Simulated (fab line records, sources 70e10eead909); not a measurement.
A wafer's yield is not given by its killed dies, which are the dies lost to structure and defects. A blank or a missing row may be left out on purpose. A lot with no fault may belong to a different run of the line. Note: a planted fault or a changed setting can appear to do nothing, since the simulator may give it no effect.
Check for tools in common	flow nand_harc	Sampled: 2 lots, 6 wafers

## REASON IT WAS OPENED
At NHARC_END_SORT_01 the reading killed_at_periphery is flagged on 2 of 2 lots. Wafers without a fault read 3.0, standard deviation 2.4.
Rule: a lot is flagged in two cases, either no wafer of it has a number, or all its wafers with numbers fall more than 4 standard deviations from that mean. The rest of the lots are taken to be sound.

lot	measured	on	killed_at_periphery, wafer by wafer	flag
L718	day 22 20:36	prober-01	654 646 649	FLAGGED
L717	day 22 22:21	prober-02	662 666 662	FLAGGED
Flagged lots average 656.5: +653.5 relative to the usual, that is +99 or more standard deviations.

## LOT BY LOT: THE TOOL USED
The record holds 3 process steps before the reading, out of a route of 1159 steps. Every cell lists first the tool, next ch and the chambers used by the sampled wafers, and last the start.
lot	flag	NHARC_P_ZERO_WELL_ETCH_62	NHARC_P_STI_ETCH_31	NHARC_P_STI_CMP_21
L718	FLAGGED	rie_diel-04 ch 0,3, day 4 13:35	no row	no row
L717	FLAGGED	rie_diel-04 ch 0,2, day 4 07:34	no row	no row
What is done by these steps:
- NHARC_P_ZERO_WELL_ETCH_62: etches the open film in CHF3/Ar, target depth 13 nm, time 6.5 s.
- NHARC_P_STI_ETCH_31: etches the open film in CF4/CHF3, target depth 108.9 nm, time 54.5 s.
- NHARC_P_STI_CMP_21: polishes, t overpolish 20 s, target thk 380.67 nm.
- NHARC_END_SORT_01

## FLAGGED AGAINST TOTAL, ONE TOOL AT A TIME (gauges that did the reading follow at the end)
step	tool	lots run	flagged	share of the flagged lots	sound lots run after its first flagged lot
NHARC_P_ZERO_WELL_ETCH_62	rie_diel-04	2	2	all	0
NHARC_END_SORT_01	prober-01	1	1	some	0
NHARC_END_SORT_01	prober-02	1	1	some	0

## WHAT THE TABLE PERMITS
In the table, 1 row covers all flagged lots: rie_diel-04 at NHARC_P_ZERO_WELL_ETCH_62.
- rie_diel-04 at NHARC_P_ZERO_WELL_ETCH_62: 2 of its 2 lots flagged. The start can't be narrowed down: in this sample, it ran no sound lot prior to its first flagged lot.
Left over: one tool, rie_diel-04 at NHARC_P_ZERO_WELL_ETCH_62.

## WHAT WAS PUT IN BY THE SIMULATOR
At NHARC_P_ZERO_WELL_ETCH_62, the step was skipped entirely on rie_diel-04 from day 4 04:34 on. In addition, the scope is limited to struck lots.
Struck lots among those shown: L718, L717. Same finding as the rule above.
